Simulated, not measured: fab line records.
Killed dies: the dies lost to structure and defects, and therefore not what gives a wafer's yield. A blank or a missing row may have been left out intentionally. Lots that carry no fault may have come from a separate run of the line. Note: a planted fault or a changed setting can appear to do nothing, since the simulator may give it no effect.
Chamber matching || flow n5Finfet || aldHk-01 running N5_MIM_TOP_ALD_00: 4 sister chambers
The step deposits Al2O3, purge time 3 s, co reactant pulse time 3 s. 4 wafers are shown with their chamber, then 9 later ones without.

## EACH WAFER AND ITS CHAMBER
{"wafer": "L085.5", "chamber": 1, "precursorPulseHeightRel": 1.002}
{"wafer": "L088.1", "chamber": 2, "precursorPulseHeightRel": 0.992}
{"wafer": "L088.2", "chamber": 0, "precursorPulseHeightRel": 0.985}
{"wafer": "L088.4", "chamber": 3, "precursorPulseHeightRel": 1.004}

## WAFERS WITHOUT THEIR CHAMBER
{"wafer": "L093.4", "precursorPulseHeightRel": 0.991}
{"wafer": "L093.5", "precursorPulseHeightRel": 1.018}
{"wafer": "L093.6", "precursorPulseHeightRel": 0.967}
{"wafer": "L096.3", "precursorPulseHeightRel": 1.008}
{"wafer": "L096.5", "precursorPulseHeightRel": 1.043}
{"wafer": "L096.6", "precursorPulseHeightRel": 1.017}
{"wafer": "L097.1", "precursorPulseHeightRel": 0.973}
{"wafer": "L097.3", "precursorPulseHeightRel": 1.007}
{"wafer": "L097.5", "precursorPulseHeightRel": 0.976}

## WHICH CHAMBER EACH ONE RAN IN
{"wafer": "L093.4", "from the rows above": "can't be placed: 2 or 0 or 1 or 3", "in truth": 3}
{"wafer": "L093.5", "from the rows above": "can't be placed: 3 or 1 or 2 or 0", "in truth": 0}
{"wafer": "L093.6", "from the rows above": "can't be placed: 0 or 2 or 1 or 3", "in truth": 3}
{"wafer": "L096.3", "from the rows above": "can't be placed: 3 or 1 or 2 or 0", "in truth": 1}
{"wafer": "L096.5", "from the rows above": "can't be placed: 3 or 1 or 2 or 0", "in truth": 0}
{"wafer": "L096.6", "from the rows above": "can't be placed: 3 or 1 or 2 or 0", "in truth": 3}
{"wafer": "L097.1", "from the rows above": "can't be placed: 0 or 2 or 1 or 3", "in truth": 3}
{"wafer": "L097.3", "from the rows above": "can't be placed: 3 or 1 or 2 or 0", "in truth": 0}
{"wafer": "L097.5", "from the rows above": "can't be placed: 0 or 2 or 1 or 3", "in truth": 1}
Correct placement for 0 of the 9. Can't be placed from these rows: 9 (the true chamber is among the candidates in 9). Wrongly placed: 0.
How it was worked out, from the rows above alone: a wafer's distance from a chamber is the root of the sum, over the readings, of the square of ((its reading less the chamber's mean) divided by the reading's scatter). If the next closest chamber is less than 2 further off than the closest, the wafer can't be placed; otherwise it belongs to the closest. A chamber's mean is the mean of its shown wafers. The scatter: with one shown wafer a chamber, the root of the mean of the squares of how far each hidden wafer lies from its nearest shown one.
